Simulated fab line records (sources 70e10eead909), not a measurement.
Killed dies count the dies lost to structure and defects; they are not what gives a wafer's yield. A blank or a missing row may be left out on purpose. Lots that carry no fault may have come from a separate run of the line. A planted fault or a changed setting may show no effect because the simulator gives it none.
fab line records	flow nand_harc	part 1 of 2: steps 1 to 28 of 39
record lots=5	wafers=15	last_day=34
route steps=1302 shown A_DECK1_JOINT@518 A_ONON_D2@545
lots with no fault: from the same line, run without faults
start_h: the number of hours between the record's first day and the start of the first shown wafer of the lot	wait_h: how many hours have passed since the lot's step before this one	" identical to the entry in the row above	L1.1+2: a single row standing in for several wafers	- no value present, or no start provided	* or withheld: withheld	< > ~ a bound
route shown NAME@n: names a module that has steps shown in the file, with the first one's number in the route	usual: average and standard deviation across the fault-free wafers	same: alike in all rows	chamber/n: place in a boat	sites: each site's reading	_std_site: the values' standard deviation	_edge_site: mean of outer sites minus mean of inner sites	radius_mm: for every site, how far away it sits from the centre of the wafer	mask NAME#n: copy n	behind: the tool/chamber that last shaped the wafer	hold: why the lot was held/for how many hours/how that ended	device: the transistor (n, p or np) that didn't switch	end of line: the tests these same wafers got at the end of their route	a step without rows: its recipe alone	killed: at the first sort, the dies lost to defects and structure; wafer yield is something else	map: a wafer's dies, marking killed ones x, the rest . and places with no die _
set.NAME: the setting as run; set.NAME@STEP: as run at that earlier step	model.NAME: the simulator's own value behind a step, which no gauge read
lots at selected steps of the route; one table per step, one row per wafer
services: a tool's chamber out of use, with start hour (start_h, from the record's first day; less than 0 if before it), hours out, and reason
## steps
# step NHARC_A_DECK1_JOINT_ETCHBACK_07
# recipe target_depth_a=1050	time_s=26.9	hbr_flow_sccm=150	rf_w=350	icp_w=350	bias_w=60	chemistry=HBr
# usual drypump_motor_current_A=5.9/0.54	oes_product_au=1.000/0.011	throttle_valve_pct=23.266/0.0094
lot.wafer	tool	chamber	start_h	wait_h	drypump_motor_current_A	oes_product_au	rf_hours_counter_h	throttle_valve_pct
L075.1	rie_si-01	0	257.41	0.1	6.1	1.008	0.3	23.250
L075.6	"	3	"	"	6.6	0.994	-	23.266
L075.5	"	0	"	"	6.1	1.004	-	23.266
L084.3	rie_si-01	2	352.26	0.1	5.9	0.997	0.8	23.264
L084.4	"	0	"	"	6.1	0.980	0.8	23.274
L084.6	"	1	"	"	5.3	0.991	-	23.270
L089.1	rie_si-06	0	399.13	0.1	6.2	0.996	1.0	23.268
L089.6	"	3	"	"	6.5	1.005	-	23.273
L089.5	"	0	"	"	6.2	0.995	-	23.277
L094.2	rie_si-06	0	435.40	0.1	6.2	1.000	0	23.251
L094.1	"	1	"	"	4.9	0.998	0	23.267
L094.5	"	3	"	"	6.5	1.023	-	23.260
L097.3	rie_si-01	0	468.91	0.1	6.1	1.005	0.5	23.257
L097.2	"	2	"	"	6.0	0.995	0.6	23.269
L097.5	"	0	"	"	6.1	1.013	-	23.271
# step NHARC_A_DECK1_JOINT_ETCH_25
# recipe target_depth_a=5	chemistry=dHF	material=SiO2
lot.wafer	tool	chamber	start_h	wait_h
L075.1+5+6	wet_bench-06	5,0,2	257.54	0.1
L084.3+4+6	wet_bench-07	2,4,6	352.39	0.1
L089.6+5+1	wet_bench-06	2,4,5	399.27	0.1
L094.2+5+1	wet_bench-06	2,4,5	435.54	0.1
L097.2+3+5	wet_bench-07	6,1,2	469.04	0.1
# step NHARC_A_DECK1_JOINT_ETCH_19
# recipe temp_c=25	target_depth_a=30	chemistry=TMAH	material=poly-Si
lot.wafer	tool	chamber	start_h	wait_h
L075.1+5+6	wet_bench-06	5,0,2	257.57	0.0
L084.3+4+6	wet_bench-07	2,4,6	352.42	0.0
L089.6+5+1	wet_bench-06	2,4,5	399.30	0.0
L094.2+5+1	wet_bench-06	2,4,5	435.57	0.0
L097.2+3+5	wet_bench-07	6,1,2	469.08	0.0
# step NHARC_A_DECK1_JOINT_ETCH_18
# recipe target_depth_a=30	chemistry=dHF	material=SiO2
lot.wafer	tool	chamber	start_h	wait_h
L075.1+5+6	wet_bench-06	5,0,2	-	-
L084.3+4+6	wet_bench-07	2,4,6	-	-
L089.6+5+1	wet_bench-06	2,4,5	-	-
L094.2+5+1	wet_bench-06	2,4,5	-	-
L097.2+3+5	wet_bench-07	6,1,2	-	-
# step NHARC_A_DECK1_JOINT_WET_08
# recipe temp_c=160	time_s=86	chemistry=H3PO4
# usual bath_guard_temp_C=159.73/0.29
lot.wafer	tool	chamber	start_h	wait_h	bath_guard_temp_C
L075.1	wet_h3po4-02	0	259.38	-	159.86
L075.5	"	0	"	"	160.36
L075.6	"	0	"	"	160.26
L084.3	wet_h3po4-01	1	354.23	-	159.71
L084.4	"	1	"	"	159.66
L084.6	"	1	"	"	159.66
L089.1	wet_h3po4-01	0	401.10	-	159.51
L089.5	"	0	"	"	159.58
L089.6	"	0	"	"	159.68
L094.1	wet_h3po4-01	1	437.38	-	159.83
L094.2	"	1	"	"	159.30
L094.5	"	1	"	"	159.95
L097.2	wet_h3po4-02	0	470.88	-	159.84
L097.3	"	0	"	"	160.09
L097.5	"	0	"	"	159.89
# step NHARC_A_DECK1_JOINT_ETCH_09
# recipe target_depth_a=50	chemistry=dHF	material=SiO2
lot.wafer	tool	chamber	start_h	wait_h
L075.6+1+5	wet_bench-06	4,7,0	259.92	0.0
L084.6+4+3	wet_bench-07	1,2,3	354.77	0.0
L089.5+1+6	wet_bench-09	5,0,2	401.64	0.0
L094.5+2+1	wet_bench-09	5,6,7	437.91	0.0
L097.5+3+2	wet_bench-06	5,1,2	471.43	0.0
# step NHARC_A_DECK1_JOINT_WET_10
# recipe temp_c=160	time_s=86	chemistry=H3PO4
# usual bath_guard_temp_C=159.75/0.27
lot.wafer	tool	chamber	start_h	wait_h	bath_guard_temp_C
L075.1	wet_h3po4-01	1	261.62	1.7	159.57
L075.5	"	1	"	"	159.69
L075.6	"	1	"	"	159.62
L084.3	wet_h3po4-02	1	356.46	1.7	160.03
L084.4	"	1	"	"	159.40
L084.6	"	1	"	"	159.70
L089.1	wet_h3po4-02	1	403.33	1.7	159.26
L089.5	"	1	"	"	159.62
L089.6	"	1	"	"	159.49
L094.1	wet_h3po4-01	1	439.61	1.7	159.77
L094.2	"	1	"	"	159.55
L094.5	"	1	"	"	159.87
L097.2	wet_h3po4-01	1	473.13	1.7	160.04
L097.3	"	1	"	"	159.73
L097.5	"	1	"	"	159.45
# step NHARC_A_DECK1_JOINT_ETCH_11
# recipe target_depth_a=350	chemistry=dHF	material=SiO2
lot.wafer	tool	chamber	start_h	wait_h
L075.1+6+5	wet_bench-09	5,6,2	262.17	0.0
L084.3+4+6	wet_bench-06	2,3,5	357.03	0.0
L089.1+5+6	wet_bench-09	4,5,0	403.90	0.0
L094.5+1+2	wet_bench-06	3,4,0	440.15	0.0
L097.2+3+5	wet_bench-09	3,6,7	473.66	0.0
# step NHARC_A_DECK1_JOINT_CVD_12
# recipe target_thk_a=900	temp_c=620	pressure_mtorr=200	time_s=1800	material=poly-Si
# usual spike_tc_centre_C=620.1/1.1
lot.wafer	tool	chamber	start_h	wait_h	spike_tc_centre_C
L075.1	lpcvd_poly-04	0	264.84	2.7	620.5
L075.5	"	0	"	"	620.5
L075.6	"	0	"	"	619.0
L084.3	lpcvd_poly-02	0	359.66	2.6	622.0
L084.4	"	0	"	"	620.2
L084.6	"	0	"	"	622.0
L089.1	lpcvd_poly-01	0	406.37	2.5	619.9
L089.5	"	0	"	"	621.1
L089.6	"	0	"	"	620.7
L094.1	lpcvd_poly-01	0	442.65	2.5	620.6
L094.2	"	0	"	"	620.7
L094.5	"	0	"	"	619.8
L097.2	lpcvd_poly-04	0	476.34	2.7	620.2
L097.3	"	0	"	"	620.6
L097.5	"	0	"	"	621.0
# step NHARC_A_DECK1_JOINT_CMP_13
# recipe target_thk_nm=51.023
# usual motor_current_A=12.0/1.1	pad_life_wafers=199/94	time_to_endpoint_s=9.4/2.6
lot.wafer	tool	chamber	start_h	wait_h	motor_current_A	pad_life_wafers	time_to_endpoint_s
L075.1	cmp-01	2	267.72	0.4	13.0	218	10.7
L075.6	"	0	"	"	13.8	-	9.9
L075.5	"	1	"	"	11.1	-	10.4
L084.4	cmp-02	0	362.60	0.4	12.5	110	7.4
L084.3	"	1	"	"	12.0	111	7.1
L084.6	"	3	"	"	13.0	-	9.1
L089.1	cmp-02	0	409.24	0.4	12.8	247	7.6
L089.6	"	3	"	"	13.5	-	7.8
L089.5	"	0	"	"	13.3	-	6.0
L094.2	cmp-03	0	445.54	0.4	11.6	301	6.5
L094.1	"	2	"	"	11.2	303	7.0
L094.5	"	0	"	"	11.1	-	7.6
L097.3	cmp-01	2	479.19	0.4	12.8	318	13.4
L097.2	"	0	"	"	12.9	320	8.6
L097.5	"	3	"	"	11.2	-	8.5
# step NHARC_A_DECK1_JOINT_THK_MEAS_14
# recipe thk_meas_gauge=ellipsometry
# usual thk_nm=51.3/1.6
lot.wafer	tool	chamber	start_h	wait_h	thk_nm
L075.1	film_metro-01	-	267.93	0.2	50.2
L075.5	"	-	"	"	52.8
L075.6	"	-	"	"	54.1
L084.3	film_metro-01	-	362.80	0.2	52.4
L084.4	"	-	"	"	47.8
L084.6	"	-	"	"	49.6
L089.1	film_metro-01	-	409.48	0.2	51.0
L089.5	"	-	"	"	51.9
L089.6	"	-	"	"	52.0
L094.1	film_metro-01	-	445.77	0.2	48.6
L094.2	"	-	"	"	49.7
L094.5	"	-	"	"	50.5
L097.2	film_metro-01	-	479.44	0.2	51.7
L097.3	"	-	"	"	51.8
L097.5	"	-	"	"	49.9
# step NHARC_A_DECK1_JOINT_SRD_04
lot.wafer	tool	chamber	start_h	wait_h
L075.5+1+6	wet_bench-06	0,3,5	267.97	0.0
L084.6+3+4	wet_bench-07	3,7,0	362.84	0.0
L089.5+6+1	wet_bench-07	7,2,3	409.52	0.0
L094.5+2+1	wet_bench-07	4,0,1	445.81	0.0
L097.2+3+5	wet_bench-09	2,5,7	479.48	0.0
# step NHARC_A_DECK1_JOINT_ETCHBACK_00
# recipe target_depth_a=300	time_s=17.4	hbr_flow_sccm=150	rf_w=350	icp_w=350	bias_w=60	chemistry=HBr
# usual drypump_motor_current_A=5.8/0.55	oes_product_au=1.001/0.01	throttle_valve_pct=23.266/0.0089
lot.wafer	tool	chamber	start_h	wait_h	drypump_motor_current_A	oes_product_au	rf_hours_counter_h	throttle_valve_pct
L075.1	rie_si-06	2	268.08	0.1	6.2	1.001	0.1	23.275
L075.5	"	0	"	"	6.2	0.990	-	23.268
L075.6	"	1	"	"	4.9	1.001	-	23.267
L084.4	rie_si-01	0	362.93	0.1	6.1	1.009	0.9	23.265
L084.3	"	3	"	"	6.6	0.991	0.8	23.266
L084.6	"	1	"	"	5.3	0.998	-	23.257
L089.1	rie_si-05	3	409.62	0.1	5.4	0.985	0.7	23.254
L089.6	"	2	"	"	5.9	1.005	-	23.257
L089.5	"	3	"	"	5.4	0.984	-	23.254
L094.2	rie_si-06	2	445.90	0.1	6.2	0.993	0.0	23.268
L094.1	"	1	"	"	4.9	1.007	0.1	23.286
L094.5	"	2	"	"	6.2	1.008	-	23.258
L097.2	rie_si-01	3	479.57	0.1	6.6	0.983	0.7	23.269
L097.3	"	0	"	"	6.1	1.015	0.5	23.274
L097.5	"	0	"	"	6.1	1.004	-	23.251
# step NHARC_A_DECK1_JOINT_PRECLEAN_30
# recipe time_s=*	temp_c=50	bath_age_min=0	chemistry=SC1
# usual bath_guard_temp_C=49.9/0.48
lot.wafer	tool	chamber	start_h	wait_h	bath_guard_temp_C
L075.1	wet_bench-06	7	268.21	0.1	49.3
L075.5	"	0	"	"	49.9
L075.6	"	1	"	"	50.0
L084.3	wet_bench-07	1	363.08	0.1	49.6
L084.6	"	3	"	"	49.7
L084.4	"	5	"	"	49.5
L089.5	wet_bench-07	5	409.76	0.1	49.5
L089.6	"	0	"	"	49.2
L089.1	"	1	"	"	49.9
L094.1	wet_bench-06	1	446.06	0.1	50.2
L094.5	"	5	"	"	50.3
L094.2	"	6	"	"	50.8
L097.5	wet_bench-07	1	479.72	0.1	49.8
L097.2	"	2	"	"	49.1
L097.3	"	4	"	"	49.6
# step NHARC_A_DECK1_JOINT_SRD_31
lot.wafer	tool	chamber	start_h	wait_h
L075.1+5+6	wet_bench-06	7,0,1	-	-
L084.3+6+4	wet_bench-07	1,3,5	-	-
L089.5+6+1	wet_bench-07	5,0,1	-	-
L094.1+5+2	wet_bench-06	1,5,6	-	-
L097.5+2+3	wet_bench-07	1,2,4	-	-
# step NHARC_A_DECK1_JOINT_CVD_34
# recipe target_thk_a=200	temp_c=700	pressure_mtorr=300	material=SiNx
# usual spike_tc_centre_C=700.7/1.1
lot.wafer	tool	chamber	start_h	wait_h	spike_tc_centre_C
L075.1	lpcvd-01	0	271.79	-	699.0
L075.5	"	0	"	"	699.9
L075.6	"	0	"	"	700.1
L084.3	lpcvd-01	1	366.32	-	700.9
L084.4	"	1	"	"	701.3
L084.6	"	1	"	"	701.2
L089.1	lpcvd-01	1	412.99	-	702.0
L089.5	"	1	"	"	699.6
L089.6	"	1	"	"	701.5
L094.1	lpcvd-01	0	449.31	-	701.3
L094.2	"	0	"	"	700.5
L094.5	"	0	"	"	700.3
L097.2	lpcvd-01	1	482.96	-	700.0
L097.3	"	1	"	"	700.4
L097.5	"	1	"	"	698.8
# step NHARC_A_DECK1_JOINT_DEP_06
# recipe target_thk_a=800	temp_c=65	material=SiOx
lot.wafer	tool	chamber	start_h	wait_h
L075.1+5+6	fcvd-01	0,0,1	275.00	0.4
L084.4+3+6	fcvd-02	0,1,0	369.61	0.4
L089.1+6+5	fcvd-02	1,0,1	416.23	0.4
L094.1+2+5	fcvd-01	1,0,0	452.57	0.4
L097.2+3+5	fcvd-02	1,0,1	486.16	0.4
# step NHARC_A_DECK1_JOINT_CURE_26
# recipe temp_c=150	time_s=32	pressure_atm=0.395
lot.wafer	tool	chamber	start_h	wait_h
L075.1+5+6	fcvd-01	0,0,1	275.18	0.1
L084.4+3+6	fcvd-02	0,1,0	369.76	0.1
L089.1+6+5	fcvd-02	1,0,1	416.39	0.1
L094.1+2+5	fcvd-01	1,0,0	452.75	0.1
L097.2+3+5	fcvd-02	1,0,1	486.34	0.2
# step NHARC_A_DECK1_JOINT_ANNEAL_27
# recipe temp_c=400	time_s=3600	idle_temp_c=300	ramp_up_c_per_min=10	densification_p_h2o_torr=640
# usual densification_p_h2o_torr=640.1/1.2	spike_tc_centre_C=402.2/1.9
lot.wafer	tool	chamber	start_h	wait_h	densification_p_h2o_torr	spike_tc_centre_C
L075.1	furnace-08	0	279.61	4.4	639.6	405.2
L075.5	"	0	"	"	640.7	402.5
L075.6	"	0	"	"	641.2	402.6
L084.3	furnace-05	0	373.02	3.2	639.3	398.6
L084.4	"	0	"	"	639.6	398.6
L084.6	"	0	"	"	640.0	399.4
L089.1	furnace-03	0	419.47	3.1	639.3	401.8
L089.5	"	0	"	"	641.8	400.2
L089.6	"	0	"	"	640.1	401.5
L094.1	furnace-08	0	458.10	5.3	641.0	404.2
L094.2	"	0	"	"	640.0	402.8
L094.5	"	0	"	"	640.3	404.2
L097.2	furnace-05	0	488.84	2.5	638.4	399.3
L097.3	"	0	"	"	639.8	400.3
L097.5	"	0	"	"	639.8	401.5
# step NHARC_A_DECK1_JOINT_ANNEAL_28
# recipe temp_c=500	time_s=1800	idle_temp_c=400	ramp_up_c_per_min=10	densification_p_h2o_torr=640
# usual densification_p_h2o_torr=639.6/1.3	spike_tc_centre_C=502.0/1.8
lot.wafer	tool	chamber	start_h	wait_h	densification_p_h2o_torr	spike_tc_centre_C
L075.1	furnace-08	0	283.94	2.6	640.9	503.3
L075.5	"	0	"	"	639.2	504.0
L075.6	"	0	"	"	639.1	503.8
L084.3	furnace-05	0	377.90	3.1	640.3	499.0
L084.4	"	0	"	"	639.0	500.1
L084.6	"	0	"	"	636.7	499.7
L089.1	furnace-03	0	424.94	3.7	639.4	501.5
L089.5	"	0	"	"	637.9	501.0
L089.6	"	0	"	"	642.4	500.7
L094.1	furnace-08	0	462.41	2.6	641.0	503.7
L094.2	"	0	"	"	639.3	503.0
L094.5	"	0	"	"	638.7	504.1
L097.2	furnace-05	0	496.66	6.1	640.3	497.5
L097.3	"	0	"	"	640.7	501.3
L097.5	"	0	"	"	638.9	500.0
# step NHARC_A_DECK1_JOINT_ANNEAL_29
# recipe temp_c=750	time_s=1800	idle_temp_c=500	ramp_up_c_per_min=10	ramp_down_c_per_min=3
# usual spike_tc_centre_C=751.8/1.7
lot.wafer	tool	chamber	start_h	wait_h	spike_tc_centre_C
L075.1	furnace-08	0	287.17	2.6	754.4
L075.5	"	0	"	"	754.5
L075.6	"	0	"	"	752.0
L084.3	furnace-05	0	381.70	3.1	748.3
L084.4	"	0	"	"	751.9
L084.6	"	0	"	"	747.8
L089.1	furnace-03	0	430.61	5.0	750.6
L089.5	"	0	"	"	750.2
L089.6	"	0	"	"	751.8
L094.1	furnace-08	0	468.77	5.7	753.6
L094.2	"	0	"	"	753.1
L094.5	"	0	"	"	754.4
L097.2	furnace-05	0	500.47	3.1	749.3
L097.3	"	0	"	"	750.8
L097.5	"	0	"	"	750.9
# step NHARC_A_DECK1_JOINT_CMP_02
# recipe material=SiOx
# usual motor_current_A=12.0/1	pad_life_wafers=192/93
lot.wafer	tool	chamber	start_h	wait_h	motor_current_A	pad_life_wafers
L075.1	cmp-02	0	289.86	0.4	12.7	169
L075.6	"	3	"	"	12.8	-
L075.5	"	0	"	"	12.4	-
L084.4	cmp-03	1	384.39	0.4	13.4	66
L084.3	"	3	"	"	11.6	68
L084.6	"	2	"	"	11.1	-
L089.1	cmp-01	3	433.26	0.4	12.1	138
L089.6	"	3	"	"	11.7	-
L089.5	"	0	"	"	13.7	-
L094.2	cmp-02	1	471.49	0.4	12.5	175
L094.1	"	2	"	"	10.1	176
L094.5	"	0	"	"	13.0	-
L097.2	cmp-01	3	503.16	0.4	11.3	49
L097.3	"	1	"	"	10.7	51
L097.5	"	3	"	"	11.4	-
# step NHARC_A_DECK1_JOINT_SRD_15
lot.wafer	tool	chamber	start_h	wait_h
L075.1+5+6	wet_bench-07	6,0,1	290.13	0.0
L084.6+3+4	wet_bench-06	6,7,0	384.71	0.1
L089.5+6+1	wet_bench-09	0,2,3	433.56	0.0
L094.1+2+5	wet_bench-09	3,5,7	471.77	0.0
L097.2+5+3	wet_bench-07	5,6,7	503.43	0.0
# step NHARC_A_DECK1_JOINT_DEP_16
# recipe target_thk_a=450	temp_c=400	pressure_torr=6.5	rf_w=900	teos_flow_sccm=161.4	flow_sccm=2650	target_thk_nm=45	gas=O2	material=SiO2
# usual heater_power_w=577/93	throttle_valve_pct=15.6/0.5
lot.wafer	tool	chamber	start_h	wait_h	heater_power_w	throttle_valve_pct
L075.1	pecvd-02	2	290.29	0.1	544	15.7
L075.5	"	0	"	"	499	15.7
L075.6	"	2	"	"	518	15.7
L084.3	pecvd-01	0	384.84	0.1	534	15.8
L084.4	"	2	"	"	678	16.1
L084.6	"	1	"	"	753	15.1
L089.1	pecvd-03	1	433.68	0.1	570	15.4
L089.6	"	0	"	"	503	15.8
L089.5	"	1	"	"	581	15.8
L094.2	pecvd-02	0	471.85	0.1	441	15.1
L094.1	"	1	"	"	493	14.8
L094.5	"	2	"	"	637	15.4
L097.2	pecvd-03	1	503.52	0.1	553	15.6
L097.3	"	2	"	"	509	15.1
L097.5	"	1	"	"	554	15.5
# step NHARC_A_DECK1_JOINT_THK_MEAS_17
# recipe thk_meas_gauge=ellipsometry
# usual thk_nm=44.8/1
lot.wafer	tool	chamber	start_h	wait_h	thk_nm
L075.1	film_metro-01	-	290.51	0.2	43.5
L075.5	"	-	"	"	45.1
L075.6	"	-	"	"	44.8
L084.3	film_metro-01	-	385.09	0.2	43.8
L084.4	"	-	"	"	45.4
L084.6	"	-	"	"	45.6
L089.1	film_metro-02	-	433.93	0.2	45.9
L089.5	"	-	"	"	46.6
L089.6	"	-	"	"	45.7
L094.1	film_metro-01	-	472.13	0.2	44.3
L094.2	"	-	"	"	45.4
L094.5	"	-	"	"	43.8
L097.2	film_metro-01	-	503.80	0.3	46.0
L097.3	"	-	"	"	44.8
L097.5	"	-	"	"	44.8
# step NHARC_A_DECK1_JOINT_INSPECT_05
# usual raw_defect_count=306/100
lot.wafer	tool	chamber	start_h	wait_h	raw_defect_count
L075.1	defect_inspect-02	-	290.54	0.0	401
L075.5	"	-	"	"	193
L075.6	"	-	"	"	316
L084.3	defect_inspect-02	-	385.12	0.0	272
L084.4	"	-	"	"	255
L084.6	"	-	"	"	246
L089.1	defect_inspect-01	-	433.96	0.0	267
L089.5	"	-	"	"	197
L089.6	"	-	"	"	238
L094.1	defect_inspect-01	-	472.17	0.0	242
L094.2	"	-	"	"	211
L094.5	"	-	"	"	262
L097.2	defect_inspect-01	-	503.84	0.0	375
L097.3	"	-	"	"	508
L097.5	"	-	"	"	369
# step NHARC_A_ONON_D2_DEP_00
# recipe target_thk_a=10000	n2_flow_sccm=2750	n2o_flow_sccm=2000	nh3_flow_sccm=500	sih4_flow_sccm=210	temp_c=400
# usual nh3_flow_sccm=500.2/1.4
lot.wafer	tool	chamber	start_h	wait_h	nh3_flow_sccm
L075.1	pecvd_onon-01	0	290.61	0.1	501.6
L075.5	"	0	"	"	499.1
L075.6	"	0	"	"	499.5
L084.3	pecvd_onon-04	0	385.30	0.2	502.2
L084.4	"	0	"	"	503.2
L084.6	"	0	"	"	501.5
L089.1	pecvd_onon-04	0	434.03	0.1	500.5
L089.5	"	0	"	"	499.0
L089.6	"	0	"	"	498.9
L094.1	pecvd_onon-01	0	472.23	0.1	500.0
L094.2	"	0	"	"	499.4
L094.5	"	0	"	"	499.0
L097.2	pecvd_onon-01	0	503.96	0.1	499.6
L097.3	"	0	"	"	502.3
L097.5	"	0	"	"	501.0
# step NHARC_A_ONON_D2_THK_MEAS_02
# recipe thk_meas_gauge=ellipsometry
# usual thk_nm=998/9.4
lot.wafer	tool	chamber	start_h	wait_h	thk_nm
L075.1	film_metro-01	-	291.13	-	1005
L075.5	"	-	"	"	1006
L075.6	"	-	"	"	1006
L084.3	film_metro-01	-	385.70	-	989
L084.4	"	-	"	"	988
L084.6	"	-	"	"	987
L089.1	film_metro-02	-	434.54	-	1006
L089.5	"	-	"	"	1007
L089.6	"	-	"	"	1007
L094.1	film_metro-02	-	472.75	-	1005
L094.2	"	-	"	"	1006
L094.5	"	-	"	"	1005
L097.2	film_metro-02	-	504.42	-	1007
L097.3	"	-	"	"	1006
L097.5	"	-	"	"	1007
